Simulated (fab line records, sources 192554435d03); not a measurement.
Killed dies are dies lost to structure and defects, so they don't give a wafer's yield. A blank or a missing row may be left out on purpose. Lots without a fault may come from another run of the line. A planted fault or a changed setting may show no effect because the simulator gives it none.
Which tool did it? | flow n5_finfet | 15 lots, 40 wafers sampled, at 3 steps of a route of 1938

WHAT THE GAUGES READ, wafer by wafer
N5_BEOL_M3_INSPECT_59: inspects for defects (darkfield).
lot  | measured     | on                | raw_defect_count
L370 | day 7 10:55  | defect_inspect-02 | 64 66
L372 | day 7 18:09  | defect_inspect-02 | 69 55
L374 | day 8 23:35  | defect_inspect-02 | 76 66 78
L375 | day 9 01:27  | defect_inspect-02 | 76 72 61
L376 | day 9 04:11  | defect_inspect-01 | 84 64 78
L377 | day 9 07:49  | defect_inspect-01 | 123 72
L379 | day 10 05:01 | defect_inspect-01 | 64 44 40
L381 | day 10 09:56 | defect_inspect-01 | 69 52
L380 | day 10 11:01 | defect_inspect-02 | 103 101 79
L382 | day 10 11:20 | defect_inspect-01 | 54 58 92
L385 | day 11 20:58 | defect_inspect-02 | 75 71 99
L387 | day 11 23:19 | defect_inspect-01 | 47 47 45
L386 | day 12 01:16 | defect_inspect-02 | 78 51 86
L392 | day 13 04:43 | defect_inspect-01 | 40 51
L393 | day 13 12:21 | defect_inspect-02 | 53 55 87

WHICH TOOL RAN EACH LOT (tool, then ch and the chambers of the sampled wafers, then the start)
lot  | N5_BEOL_M3_ANNEAL_91         | N5_BEOL_M3_SPUTTER_96
L370 | pvd_sputter-02, day 7 09:15  | pvd_sputter-02, day 7 09:50
L372 | pvd_sputter-03, day 7 16:12  | pvd_sputter-03, day 7 16:47
L374 | pvd_sputter-01, day 8 21:52  | pvd_sputter-01, day 8 22:26
L375 | pvd_sputter-01, day 8 23:42  | pvd_sputter-01, day 9 00:17
L376 | pvd_sputter-02, day 9 02:32  | pvd_sputter-02, day 9 03:07
L377 | pvd_sputter-01, day 9 05:47  | pvd_sputter-01, day 9 06:22
L379 | pvd_sputter-03, day 10 03:22 | pvd_sputter-03, day 10 03:56
L381 | pvd_sputter-01, day 10 08:17 | pvd_sputter-01, day 10 08:52
L380 | pvd_sputter-02, day 10 09:22 | pvd_sputter-02, day 10 09:56
L382 | pvd_sputter-03, day 10 09:40 | pvd_sputter-03, day 10 10:15
L385 | pvd_sputter-02, day 11 19:19 | pvd_sputter-02, day 11 19:53
L387 | pvd_sputter-01, day 11 21:13 | pvd_sputter-01, day 11 21:48
L386 | pvd_sputter-02, day 11 23:37 | pvd_sputter-02, day 12 00:11
L392 | pvd_sputter-03, day 13 03:03 | pvd_sputter-03, day 13 03:38
L393 | pvd_sputter-01, day 13 10:34 | pvd_sputter-01, day 13 11:09
- N5_BEOL_M3_ANNEAL_91: time 240 s.
- N5_BEOL_M3_SPUTTER_96: material Cu, target thk 4.5 nm, time 8.29 s.

WHAT THE TOOLS THEMSELVES READ (means of the sampled wafers that have a number; where no wafer has one, the mark that the record gives instead)
N5_BEOL_M3_ANNEAL_91.
lot  | tool           | heater_power_w (W) | susceptor_temp_C (C)
L370 | pvd_sputter-02 | 708                | 400.06
L372 | pvd_sputter-03 | 915                | 400.02
L374 | pvd_sputter-01 | 854                | 400.01
L375 | pvd_sputter-01 | 721                | 399.90
L376 | pvd_sputter-02 | 777                | 400.08
L377 | pvd_sputter-01 | 815                | 400.17
L379 | pvd_sputter-03 | 816                | 399.91
L381 | pvd_sputter-01 | 834                | 399.89
L380 | pvd_sputter-02 | 722                | 400.14
L382 | pvd_sputter-03 | 893                | 400.33
L385 | pvd_sputter-02 | 707                | 400.04
L387 | pvd_sputter-01 | 817                | 399.87
L386 | pvd_sputter-02 | 756                | 400.23
L392 | pvd_sputter-03 | 882                | 400.14
L393 | pvd_sputter-01 | 810                | 400.15

N5_BEOL_M3_SPUTTER_96.
lot  | tool           | susceptor_temp_C (C) | throttle_valve_pct (%)
L370 | pvd_sputter-02 | -20.09               | 29.5
L372 | pvd_sputter-03 | -19.98               | 30.5
L374 | pvd_sputter-01 | -20.05               | 31.5
L375 | pvd_sputter-01 | -20.06               | 30.8
L376 | pvd_sputter-02 | -19.97               | 29.7
L377 | pvd_sputter-01 | -20.01               | 31.2
L379 | pvd_sputter-03 | -20.13               | 29.9
L381 | pvd_sputter-01 | -20.04               | 30.0
L380 | pvd_sputter-02 | -19.99               | 29.3
L382 | pvd_sputter-03 | -20.04               | 30.4
L385 | pvd_sputter-02 | -20.02               | 29.4
L387 | pvd_sputter-01 | -20.08               | 30.3
L386 | pvd_sputter-02 | -19.92               | 29.4
L392 | pvd_sputter-03 | -20.07               | 29.2
L393 | pvd_sputter-01 | -20.01               | 30.2

THE ANSWER, worked out from the rows above alone
Rule: what is usual is taken from the lots themselves. Put in order of their means at a reading, lots are off if they are a third of the lots or fewer, leave a main group of 4 or more, and stand apart from it by a gap of 3 or more times the standard deviation of the main group's means; of several such gaps the widest counts. A main group whose means are all the same, to the digits that the tables above print for the reading, isn't used. A lot without any number at a reading at which 4 lots or more have one is off too. The other lots that the step has rows for count as sound. The gauges are gone through in route order, then the tools' own readings, and for those a lot's mean is taken as printed above. The first step at which some lot is off is used, and at that step the reading that is off furthest; a lot without a number counts as furthest.
No lot is off at any reading shown: from this, nothing can be told.

WHAT THE SIMULATOR HAD PUT IN
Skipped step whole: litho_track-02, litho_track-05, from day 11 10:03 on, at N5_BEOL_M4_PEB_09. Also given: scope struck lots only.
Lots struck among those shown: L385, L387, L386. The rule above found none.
